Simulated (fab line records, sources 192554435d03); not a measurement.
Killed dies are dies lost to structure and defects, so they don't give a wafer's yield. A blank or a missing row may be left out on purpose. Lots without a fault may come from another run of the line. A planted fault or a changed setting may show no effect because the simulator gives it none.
fab line records | flow n5_finfet
record lots=4 wafers=12 last_day=19
route steps=1938 shown BEOL_M1@829 BEOL_M2@841 BEOL_M4@1111 PASSIVATION@1936
lots that met no fault: from a run of the same line without faults
start_h: hours from the record's first day to the start of the lot's first wafer shown | wait_h: hours since the lot's step before | " the same as in the row above | L1.1+2: a row that stands for several wafers | - no value, or no start given | * or withheld: withheld | < > ~ a bound
route shown NAME@n: a module of which the file shows steps, and the number in the route of the first | usual: mean/standard deviation of fault-free wafers | same: alike in all rows | chamber/n: place in a boat | sites: the reading at each site | _std_site: their standard deviation | _edge_site: outer sites' mean less inner sites' | radius_mm: how far each site lies from the wafer's centre | mask NAME#n: copy n | behind: the tool/chamber that last shaped the wafer | hold: why the lot was held/for how many hours/how that ended | device: the transistor (n, p or np) that didn't switch | end of line: the same wafers' tests at the end of the route | a step without rows: its recipe alone | killed: dies lost to structure and defects at the first sort, not the wafer's yield | map: a wafer's dies, x killed, . not, _ none there
set.NAME: the setting as run; set.NAME@STEP: as run at that earlier step | model.NAME: the simulator's own value behind a step, which no gauge read
lots at some steps of the route; a table a step, a row a wafer
services: from which hour (start_h, from the record's first day; less than 0 if before it) a tool's chamber was out of use, for how many hours, and why
## steps
# step N5_BEOL_M1_ANNEAL_95
# recipe temp_c=400 time_s=240 ambient=vacuum
# step N5_BEOL_M1_SPUTTER_96
# recipe material=Cu target_thk_a=45 temp_c=-20 chamber_pressure_pa=0.07 power_w=withheld time_s=8.29
# step N5_BEOL_M1_ECD_50
# recipe material=Cu target_thk_a=3000
# step N5_BEOL_M1_ANNEAL_51
# recipe temp_c=225 time_s=90 ambient=N2
# step N5_BEOL_M1_CMP_52
# recipe stop_on=SiOC t_overpolish_s=6.8 down_force_psi=1 platen_rpm=50 clearing_platen_down_force_psi=1.5 clearing_platen_rpm=50 post_cmp_clean=cu_alkaline target_thk_nm=40 clearing_platen_pad_velocity_m_s=0.99484 pad_velocity_m_s=0.99484
# step N5_BEOL_M1_PRE_CLEAN_60
# recipe gas=NH3/H2 time_s=15 temp_c=* rf_power_w=300
# step N5_BEOL_M1_CO_CAP_55
# recipe material=Co target_thk_a=20 temp_c=200 precursor=CCTBA/H2 pressure_torr=30 time_s=102.1
# step N5_BEOL_M1_PRE_CLEAN_56
# recipe gas=NH3 time_s=15 temp_c=withheld rf_power_w=300
# step N5_BEOL_M1_DEP_57
# recipe material=SiCN target_thk_a=80 temp_c=withheld precursor=3MS/NH3 pressure_torr=3 rf_w=202 time_s=14
# step N5_BEOL_M2_ILD_DEP_00
# recipe material=SiOC target_thk_a=790 temp_c=350 precursor=DEMS/O2 pressure_torr=5 rf_w=500 time_s=15.3
# usual heater_power_w=509/68 showerhead_plenum_p_Torr=5.698/0.018 throttle_valve_pct=12.2/0.6
# same time_s=15.3
# columns lot.wafer tool chamber start_h wait_h heater_power_w showerhead_plenum_p_Torr since_wet_clean_h throttle_valve_pct
L926.1 pecvd-03 0 169.74 0.0 452 5.691 692 11.9
L926.3 " 2 " " 452 5.708 2142 11.9
L926.6 " 1 " " 471 5.699 - 12.0
L926.1 pecvd-03 0 170.00 0.2 457 5.692 - 12.2
L926.3 " 2 " " 459 5.696 - 11.8
L926.6 " 1 " " 471 5.697 - 11.9
L937.1 pecvd-02 0 246.98 0.0 414 5.661 1313 12.0
L937.3 " 1 " " 523 5.709 2038 12.9
L937.4 " 1 " " 530 5.708 - 12.9
L937.1 pecvd-02 0 247.22 0.2 418 5.673 - 11.9
L937.3 " 1 " " 510 5.720 - 12.8
L937.4 " 1 " " 513 5.706 - 12.9
L939.1 pecvd-04 2 249.93 0.0 476 5.716 381 11.8
L939.3 " 0 " " 581 5.688 1135 12.1
L939.5 " 2 " " 492 5.723 - 12.0
L943.2 pecvd-04 1 279.96 0.0 644 5.717 1890 13.6
L943.3 " 2 " " 495 5.717 411 12.0
L943.4 " 1 " " 648 5.703 - 13.4
# step N5_BEOL_M2_THK_MEAS_01
# recipe reads=SiOC_of_BEOL_M2_ILD_DEP_00
# usual M2_ILD_THK=79.0/0.99
# columns lot.wafer tool chamber start_h wait_h M2_ILD_THK[nm]
L926.1 film_metro-01 - 170.07 0.0 156.8
L926.3 " - " " 158.9
L926.6 " - " " 161.2
L937.1 film_metro-02 - 247.29 0.0 158.7
L937.3 " - " " 158.8
L937.4 " - " " 160.6
L939.1 film_metro-02 - 249.99 0.0 78.5
L939.3 " - " " 78.3
L939.5 " - " " 81.0
L943.2 film_metro-01 - 280.03 0.1 78.2
L943.3 " - " " 77.8
L943.4 " - " " 79.5
# step N5_BEOL_M2_PECVD_72
# recipe material=SiO2 target_thk_a=160 temp_c=400 precursor=TEOS/O2 pressure_torr=5.5 rf_w=450 teos_flow_sccm=53.8 gas=O2 flow_sccm=3000 time_s=18
# step N5_BEOL_M2_HM_DEP_02
# recipe material=TiN target_thk_a=200 temp_c=25 chamber_pressure_pa=0.49996
# step N5_BEOL_M2_COAT_61
# recipe resist=SOC temp_c=250 time_s=60 spin_rpm=1500 resist_thk_nm=60
# step N5_BEOL_M2_COAT_62
# recipe resist=SiARC temp_c=220 time_s=60 spin_rpm=1500 resist_thk_nm=12
# step N5_BEOL_M2_COAT_73
# recipe resist=underlayer temp_c=205 time_s=60 spin_rpm=1500 resist_thk_nm=5
# step N5_BEOL_M2_COAT_05
# recipe resist=CAR-EUV spin_rpm=1500 resist_thk_nm=30
# step N5_BEOL_M2_EBR_07
# recipe solvent=PGMEA ebr_width_mm=1.5
# step N5_BEOL_M2_SOFTBAKE_06
# recipe temp_c=110 time_s=60 resist=CAR-EUV
# step N5_BEOL_M2_EXPOSE_08
# recipe mask_id=M2 na=0.33 source_shape=dipole sigma_inner=0.369 sigma_outer=0.767 polarization=unpolarized dose_mj=41.25
# step N5_BEOL_M2_PEB_09
# recipe peb_temp_c=100 peb_time_s=60 resist=CAR-EUV
# step N5_BEOL_M2_DEVELOP_10
# recipe develop_time_s=30 developer=TMAH resist=CAR-EUV rinse_liquid=surfactant_rinse dry=air_spin dev_temp_c=23
# step N5_BEOL_M2_DESCUM_16
# recipe chemistry=O2 time_s=7 source_power_w=50 bias_power_w=20 pressure_mtorr=20 rf_frequency_hz=2.712e+07 temp_c=40 resist=CAR-EUV o2_flow_sccm=225
# step N5_BEOL_M2_ETCH_74
# recipe chemistry=N2/H2 target=underlayer target_depth_a=65 mask_material=CAR-EUV time_s=5.2 ion_energy_ev=200 pressure_mtorr=30 source_w=840 bias_w=150 n2_flow_sccm=200 h2_flow_sccm=200 ends=cleared
# step N5_BEOL_M2_ETCH_63
# recipe chemistry=CF4 target=SiARC target_depth_a=156 mask_material=CAR-EUV time_s=26 ion_energy_ev=80 pressure_mtorr=40 source_w=545 bias_w=36 Ar_flow_sccm=100 cf4_flow_sccm=100 ends=cleared
# step N5_BEOL_M2_ETCH_64
# recipe chemistry=N2/H2 target=SOC target_depth_a=750 overetch_a=225 mask_material=SiARC temp_c=40 time_s=121.9 ion_energy_ev=200 pressure_mtorr=30 source_w=840 bias_w=150 n2_flow_sccm=200 h2_flow_sccm=200
# step N5_BEOL_M2_STRIP_65
# recipe chemistry=N2/H2 temp_c=40 n2_flow_sccm=200 h2_flow_sccm=200 rf_frequency_hz=6e+07
# step N5_BEOL_M2_STRIP_75
# recipe chemistry=N2/H2 temp_c=40 n2_flow_sccm=200 h2_flow_sccm=200 rf_frequency_hz=6e+07
# step N5_BEOL_M2_STRIP_66
# recipe chemistry=CF4 resist=SiARC power_w=300 bias_power_w=75 pressure_mtorr=50 cf4_flow_sccm=150 rf_frequency_hz=6e+07
# step N5_BEOL_M2_HM_OPEN_17
# recipe chemistry=Cl2/BCl3 target_depth_a=200 overetch_a=60 target=TiN mask_material=SOC ion_energy_ev=150 pressure_mtorr=10 icp_w=1000 bias_w=126 Cl2_flow_sccm=53.25 bcl3_flow_sccm=21.75 Ar_flow_sccm=25
# step N5_BEOL_M2_STRIP_19
# recipe chemistry=O2 power_w=400 temp_c=40 pressure_mtorr=30 rf_frequency_hz=6e+07 bias_power_w=0 overash_fraction=0.2 o2_flow_sccm=225
# step N5_BEOL_M2_COAT_67
# recipe resist=SOC temp_c=250 time_s=60 spin_rpm=1500 resist_thk_nm=60
# step N5_BEOL_M2_COAT_68
# recipe resist=SiARC temp_c=220 time_s=60 spin_rpm=1500 resist_thk_nm=12
# step N5_BEOL_M2_COAT_76
# recipe resist=underlayer temp_c=205 time_s=60 spin_rpm=1500 resist_thk_nm=5
# step N5_BEOL_M2_COAT_22
# recipe resist=CAR-EUV spin_rpm=1500 resist_thk_nm=30
# step N5_BEOL_M2_CMP_52
# recipe stop_on=SiOC t_overpolish_s=6.8 down_force_psi=1 platen_rpm=50 clearing_platen_down_force_psi=1.5 clearing_platen_rpm=50 post_cmp_clean=cu_alkaline target_thk_nm=40 clearing_platen_pad_velocity_m_s=0.99484 pad_velocity_m_s=0.99484
# usual barrier_field_endpoint_s=24.8/0.65 clearing_platen_rpm=49.997/0.025 motor_current_A=6.0/0.35 overpolish_run_s=6.801/0.0092 slurry_filter_dp_kPa=13.49/0.15 time_to_endpoint_s=63/3.7
# columns lot.wafer tool chamber start_h wait_h barrier_field_endpoint_s clearing_platen_rpm motor_current_A overpolish_run_s slurry_filter_dp_kPa time_to_endpoint_s model.SiOC_of_BEOL_M2_ILD_DEP_00.thk_nm
L926.1 cmp-01 1 181.23 0.3 24.1 50.008 5.8 6.817 13.32 61 153.8
L926.3 " 2 " " 23.8 49.955 6.2 6.802 13.64 62 155.8
L926.6 " 1 " " 24.3 50.013 6.0 6.817 13.23 57 158
L937.3 cmp-04 1 279.24 0.2 25.7 49.962 6.2 6.811 13.84 71 155.8
L937.4 " 3 " " 24.5 49.994 6.3 6.792 13.62 63 157.6
L937.1 " 0 " " 24.7 50.005 5.2 6.798 13.48 61 155.8
L939.3 cmp-04 3 284.44 0.2 24.5 50.019 6.3 6.798 13.13 63 75.2
L939.1 " 0 " " 24.4 49.972 5.7 6.795 13.61 63 75.6
L939.5 " 2 " " 25.2 50.027 5.4 6.816 13.53 68 78
L943.2 cmp-04 1 296.89 1.2 25.1 50.024 6.3 6.796 13.38 65 75.2
L943.3 " 2 " " 25.1 50.008 5.7 6.807 13.41 64 74.8
L943.4 " 3 " " 24.8 49.952 6.4 6.774 13.55 58 76.6
# step N5_BEOL_M4_RC_MEAS_101
# usual DIBL_N=36.0/1.7 DIBL_P=36.2/1.9 IOFF_N=0.154/0.028 IOFF_P=0.21/0.036 ION_N=675/11 ION_P=463/8.3 SS_N=71.4/0.63 SS_P=73.2/0.55 VT_N=250.2/3 VT_P=-251/3.7
# columns lot.wafer tool chamber start_h wait_h DIBL_N[mV/V] DIBL_P[mV/V] IOFF_N[nA/um] IOFF_P[nA/um] ION_N[uA/um] ION_P[uA/um] SS_N[mV/dec] SS_P[mV/dec] VT_N[mV] VT_P[mV]
L939.1 prober-01 0 339.84 0.0 37.6 37.2 0.167 0.23 667 467 71.5 73.9 250.3 -249
L939.3 " 0 " " 35.0 34.2 0.129 0.19 669 456 70.8 72.8 252.8 -248
L939.5 " 0 " " 35.9 36.0 0.144 0.21 660 460 71.6 73.5 253.2 -248
L943.2 prober-02 0 347.19 0.2 34.4 35.4 0.131 0.19 682 469 70.7 72.8 252.0 -249
L943.3 " 0 " " 40.2 41.1 0.244 0.28 697 463 72.4 74.3 245.3 -248
L943.4 " 0 " " 36.7 37.8 0.166 0.23 670 461 72.1 73.2 249.8 -246
# step N5_PASSIVATION_PROBE_49
# usual defect_limited_yield=90.9/1.4 killed_at_M0_to_M3=38/11 killed_at_M4_up=13/5.9 killed_at_contacts=14/6.4 killed_at_front_end=38/11 killed_at_other=3.3/2.5 killed_dies=107/16 killed_on_rim=14/3.6 killed_open=70/12 killed_short=35/7.7 sort_bin_4_leakage=0.00/0.007 sort_bin_5_function=5.3/0.94 sort_bin_6_memory=3.5/0.7 sort_n_pass=1073/16 sort_yield_pct=90.9/1.4
# same gross_dies=1180 killed_at_back_side=0 sort_bin_8_speed[%]=0
# columns lot.wafer tool chamber start_h wait_h defect_limited_yield[%] killed_at_M0_to_M3 killed_at_M4_up killed_at_contacts killed_at_front_end killed_at_other killed_dies killed_on_rim killed_open killed_short sort_bin_4_leakage[%] sort_bin_5_function[%] sort_bin_6_memory[%] sort_n_pass sort_yield_pct[%]
L926.1 prober-02 - 371.76 0.0 0 1106 13 19 40 2 1180 152 72 48 0 95.7 3.8 0 0
L926.3 prober-02 - 371.86 0.1 0 1105 13 13 44 5 1180 152 82 30 0 96.9 2.9 0 0
L926.6 prober-02 - 372.01 0.3 0 1100 13 17 40 10 1180 152 77 38 0 96.0 3.9 0 0
L937.1 prober-01 - 443.68 0.0 0 1105 6 16 44 9 1180 152 66 36 0 96.2 3.4 0 0
L937.3 prober-01 - 443.78 0.1 0 1114 8 6 46 6 1180 152 67 23 0 96.4 3.2 0 0
L937.4 prober-01 - 443.83 0.2 0 1122 10 4 41 3 1180 152 61 29 0 95.7 4.2 0 0
L939.1 prober-01 - 459.10 0.0 90.8 20 16 24 41 7 108 15 60 42 0 4.7 4.2 1072 90.8
L939.3 prober-01 - 459.20 0.1 92.2 20 11 17 44 0 92 14 61 28 0 4.7 3.0 1088 92.2
L939.5 prober-01 - 459.30 0.2 91.1 31 10 14 48 2 105 18 69 35 0 5.3 3.3 1075 91.1
# killed by level:class
L926.1 BEOL_M2:area_dep=1059 MOL_CONTACT_COAG:geometric_particle:open=18 BEOL_M3:geometric_particle:open=15 FIN_SAQP:geometric_particle:short=10 BEOL_M0_SAQP:geometric_particle:short=10 BEOL_M0_SAQP:geometric_particle:open=9 GATE_CUT:geometric_particle:short=8 BEOL_M4:geometric_particle:open=7
L926.3 BEOL_M2:area_dep=1068 BEOL_M3:geometric_particle:open=13 FIN_SAQP:geometric_particle:short=11 MOL_CONTACT_COAG:geometric_particle:open=11 FIN_SAQP:geometric_particle:open=9 BEOL_M2:geometric_particle:open=9 BEOL_M1:geometric_particle:open=8 STI_FIN_REVEAL:geometric_particle:open=5
L926.6 BEOL_M2:area_dep=1062 MOL_CONTACT_COAG:geometric_particle:open=16 BEOL_M3:geometric_particle:open=14 GATE_CUT:geometric_particle:short=10 FIN_SAQP:geometric_particle:open=9 BEOL_M0_SAQP:geometric_particle:short=9 FIN_SAQP:geometric_particle:short=6 BEOL_M2:geometric_particle:open=5
L937.1 BEOL_M2:area_dep=1078 FIN_SAQP:geometric_particle:short=15 MOL_CONTACT_COAG:geometric_particle:open=14 STI_FIN_REVEAL:geometric_particle:open=8 BEOL_M1:geometric_particle:open=7 FIN_SAQP:geometric_particle:open=6 BEOL_M2:geometric_particle:open=6 BEOL_M3:geometric_particle:open=5
L937.3 BEOL_M2:area_dep=1089 STI_FIN_REVEAL:geometric_particle:open=17 FIN_SAQP:geometric_particle:open=12 STI_FIN_REVEAL:geometric_particle:short=6 BEOL_M0_SAQP:geometric_particle:short=5 MOL_CONTACT_COAG:geometric_particle:open=5 BEOL_M2:geometric_particle:open=5 STARTING-WAFER:geometric_particle:open=5
L937.4 BEOL_M2:area_dep=1089 STI_FIN_REVEAL:geometric_particle:open=12 BEOL_M2:geometric_particle:open=12 FIN_SAQP:geometric_particle:open=7 FIN_SAQP:geometric_particle:short=6 BEOL_M0_SAQP:geometric_particle:short=5 MOL_CONTACT_COAG:geometric_particle:open=4 BEOL_M3:geometric_particle:open=4
L939.1 MOL_CONTACT_COAG:geometric_particle:open=17 FIN_SAQP:geometric_particle:short=8 GATE_CUT:geometric_particle:short=8 FIN_SAQP:geometric_particle:open=7 MOL_CONTACT_COAG:geometric_particle:short=5 BEOL_M2:geometric_particle:open=5 ILD0:geometric_particle:short=4 BEOL_M0_SAQP:geometric_particle:open=4
L939.3 FIN_SAQP:geometric_particle:open=17 MOL_CONTACT_COAG:geometric_particle:open=10 FIN_SAQP:geometric_particle:short=7 BEOL_M0_SAQP:geometric_particle:open=7 MOL_CONTACT_COAG:geometric_particle:short=6 BEOL_M0_SAQP:geometric_particle:short=6 STI_FIN_REVEAL:geometric_particle:open=5 BEOL_M4:geometric_particle:open=5
L939.5 FIN_SAQP:geometric_particle:open=14 MOL_CONTACT_COAG:geometric_particle:open=12 BEOL_M4:geometric_particle:open=8 FIN_SAQP:geometric_particle:short=7 BEOL_M0_SAQP:geometric_particle:short=6 BEOL_M0:geometric_particle:open=6 STI_FIN_REVEAL:geometric_particle:open=5 GATE_CUT:geometric_particle:short=5
# map L926.1 (x killed, . not)
_________________xxxxxxxxxxxx________________
______________xxxxxxxxxxxxxxxxxx_____________
___________xxxxxxxxxxxxxxxxxxxxxxxx__________
__________xxxxxxxxxxxxxxxxxxxxxxxxxx_________
________xxxxxxxxxxxxxxxxxxxxxxxxxxxxxx_______
_______xxxxxxxxxxxxxxxxxxxxxxxxxxxxxxxx______
______xxxxxxxxxxxxxxxxxxxxxxxxxxxxxxxxxx_____
_____xxxxxxxxxxxxxxxxxxxxxxxxxxxxxxxxxxxx____
____xxxxxxxxxxxxxxxxxxxxxxxxxxxxxxxxxxxxxx___
___xxxxxxxxxxxxxxxxxxxxxxxxxxxxxxxxxxxxxxxx__
___xxxxxxxxxxxxxxxxxxxxxxxxxxxxxxxxxxxxxxxx__
__xxxxxxxxxxxxxxxxxxxxxxxxxxxxxxxxxxxxxxxxxx_
__xxxxxxxxxxxxxxxxxxxxxxxxxxxxxxxxxxxxxxxxxx_
_xxxxxxxxxxxxxxxxxxxxxxxxxxxxxxxxxxxxxxxxxxxx
_xxxxxxxxxxxxxxxxxxxxxxxxxxxxxxxxxxxxxxxxxxxx
_xxxxxxxxxxxxxxxxxxxxxxxxxxxxxxxxxxxxxxxxxxxx
_xxxxxxxxxxxxxxxxxxxxxxxxxxxxxxxxxxxxxxxxxxxx
_xxxxxxxxxxxxxxxxxxxxxxxxxxxxxxxxxxxxxxxxxxxx
_xxxxxxxxxxxxxxxxxxxxxxxxxxxxxxxxxxxxxxxxxxxx
_xxxxxxxxxxxxxxxxxxxxxxxxxxxxxxxxxxxxxxxxxxxx
_xxxxxxxxxxxxxxxxxxxxxxxxxxxxxxxxxxxxxxxxxxxx
__xxxxxxxxxxxxxxxxxxxxxxxxxxxxxxxxxxxxxxxxxx_
__xxxxxxxxxxxxxxxxxxxxxxxxxxxxxxxxxxxxxxxxxx_
___xxxxxxxxxxxxxxxxxxxxxxxxxxxxxxxxxxxxxxxx__
___xxxxxxxxxxxxxxxxxxxxxxxxxxxxxxxxxxxxxxxx__
____xxxxxxxxxxxxxxxxxxxxxxxxxxxxxxxxxxxxxx___
_____xxxxxxxxxxxxxxxxxxxxxxxxxxxxxxxxxxxx____
______xxxxxxxxxxxxxxxxxxxxxxxxxxxxxxxxxx_____
_______xxxxxxxxxxxxxxxxxxxxxxxxxxxxxxxx______
________xxxxxxxxxxxxxxxxxxxxxxxxxxxxxx_______
__________xxxxxxxxxxxxxxxxxxxxxxxxxx_________
___________xxxxxxxxxxxxxxxxxxxxxxxx__________
______________xxxxxxxxxxxxxxxxxx_____________
_________________xxxxxxxxxxxx________________
# map L937.1 (x killed, . not)
_________________xxxxxxxxxxxx________________
______________xxxxxxxxxxxxxxxxxx_____________
___________xxxxxxxxxxxxxxxxxxxxxxxx__________
__________xxxxxxxxxxxxxxxxxxxxxxxxxx_________
________xxxxxxxxxxxxxxxxxxxxxxxxxxxxxx_______
_______xxxxxxxxxxxxxxxxxxxxxxxxxxxxxxxx______
______xxxxxxxxxxxxxxxxxxxxxxxxxxxxxxxxxx_____
_____xxxxxxxxxxxxxxxxxxxxxxxxxxxxxxxxxxxx____
____xxxxxxxxxxxxxxxxxxxxxxxxxxxxxxxxxxxxxx___
___xxxxxxxxxxxxxxxxxxxxxxxxxxxxxxxxxxxxxxxx__
___xxxxxxxxxxxxxxxxxxxxxxxxxxxxxxxxxxxxxxxx__
__xxxxxxxxxxxxxxxxxxxxxxxxxxxxxxxxxxxxxxxxxx_
__xxxxxxxxxxxxxxxxxxxxxxxxxxxxxxxxxxxxxxxxxx_
_xxxxxxxxxxxxxxxxxxxxxxxxxxxxxxxxxxxxxxxxxxxx
_xxxxxxxxxxxxxxxxxxxxxxxxxxxxxxxxxxxxxxxxxxxx
_xxxxxxxxxxxxxxxxxxxxxxxxxxxxxxxxxxxxxxxxxxxx
_xxxxxxxxxxxxxxxxxxxxxxxxxxxxxxxxxxxxxxxxxxxx
_xxxxxxxxxxxxxxxxxxxxxxxxxxxxxxxxxxxxxxxxxxxx
_xxxxxxxxxxxxxxxxxxxxxxxxxxxxxxxxxxxxxxxxxxxx
_xxxxxxxxxxxxxxxxxxxxxxxxxxxxxxxxxxxxxxxxxxxx
_xxxxxxxxxxxxxxxxxxxxxxxxxxxxxxxxxxxxxxxxxxxx
__xxxxxxxxxxxxxxxxxxxxxxxxxxxxxxxxxxxxxxxxxx_
__xxxxxxxxxxxxxxxxxxxxxxxxxxxxxxxxxxxxxxxxxx_
___xxxxxxxxxxxxxxxxxxxxxxxxxxxxxxxxxxxxxxxx__
___xxxxxxxxxxxxxxxxxxxxxxxxxxxxxxxxxxxxxxxx__
____xxxxxxxxxxxxxxxxxxxxxxxxxxxxxxxxxxxxxx___
_____xxxxxxxxxxxxxxxxxxxxxxxxxxxxxxxxxxxx____
______xxxxxxxxxxxxxxxxxxxxxxxxxxxxxxxxxx_____
_______xxxxxxxxxxxxxxxxxxxxxxxxxxxxxxxx______
________xxxxxxxxxxxxxxxxxxxxxxxxxxxxxx_______
__________xxxxxxxxxxxxxxxxxxxxxxxxxx_________
___________xxxxxxxxxxxxxxxxxxxxxxxx__________
______________xxxxxxxxxxxxxxxxxx_____________
_________________xxxxxxxxxxxx________________
## services
# columns tool chamber start_h hours kind
pecvd-04 1 171.33 5.5 scheduled_down
pecvd-02 - 171.92 1.4 repair
pecvd-02 - 175.34 2.1 repair
cmp-04 - 200.39 4.0 pm
pecvd-03 2 202.38 - clean
pecvd-03 2 202.38 - consumable_replace:showerhead
pecvd-03 2 202.38 29.0 scheduled_down
pecvd-03 2 202.38 29.0 vent_cycle
cmp-04 - 204.39 - consumable_replace:conditioner
cmp-04 - 204.39 - consumable_replace:pad
pecvd-02 2 212.74 2.1 scheduled_down
pecvd-02 1 227.29 5.5 scheduled_down
cmp-01 - 251.66 1.4 repair
cmp-01 - 253.25 6.7 pm
cmp-01 - 265.31 4.0 pm
cmp-01 - 269.31 - consumable_replace:conditioner
cmp-01 - 269.31 - consumable_replace:pad
pecvd-02 0 279.38 2.1 scheduled_down
pecvd-03 - 286.12 14.6 pm
pecvd-04 2 287.69 4.1 repair
pecvd-04 - 289.55 6.0 pm
## key
first_sign step=N5_BEOL_M2_ILD_DEP_00 reading=visit direction=added
effect step=N5_BEOL_M2_THK_MEAS_01 reading=M2_ILD_THK direction=up sigmas=81 usual=79.0 struck=159.2
effect step=N5_PASSIVATION_PROBE_49 reading=sort_bin_5_function direction=up sigmas=96 usual=5.3 struck=96.1
model_effect step=N5_BEOL_M2_CMP_52 value=SiOC_of_BEOL_M2_ILD_DEP_00.thk_nm without=76.5 struck=156.1
more_kills_born_at N5_BEOL_M2_ILD_DEP_00@pecvd-02=3257 N5_BEOL_M2_ILD_DEP_00@pecvd-03=3189
met_at N5_BEOL_M2_ILD_DEP_00
struck_wafers L926.1,L926.3,L926.6,L937.1,L937.3,L937.4
later_rows_left_out L926.1,L926.3,L926.6,L937.1,L937.3,L937.4
fault kind=repeated_step_whole tool=pecvd-02,pecvd-03,pecvd-04 chamber=- onset_h=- steps=N5_BEOL_M2_ILD_DEP_00 times=1 scope=struck_lots_only
# later_rows_left_out: the simulator's readings of these wafers behind a module that went badly wrong aren't trusted and aren't shown, but for the sort
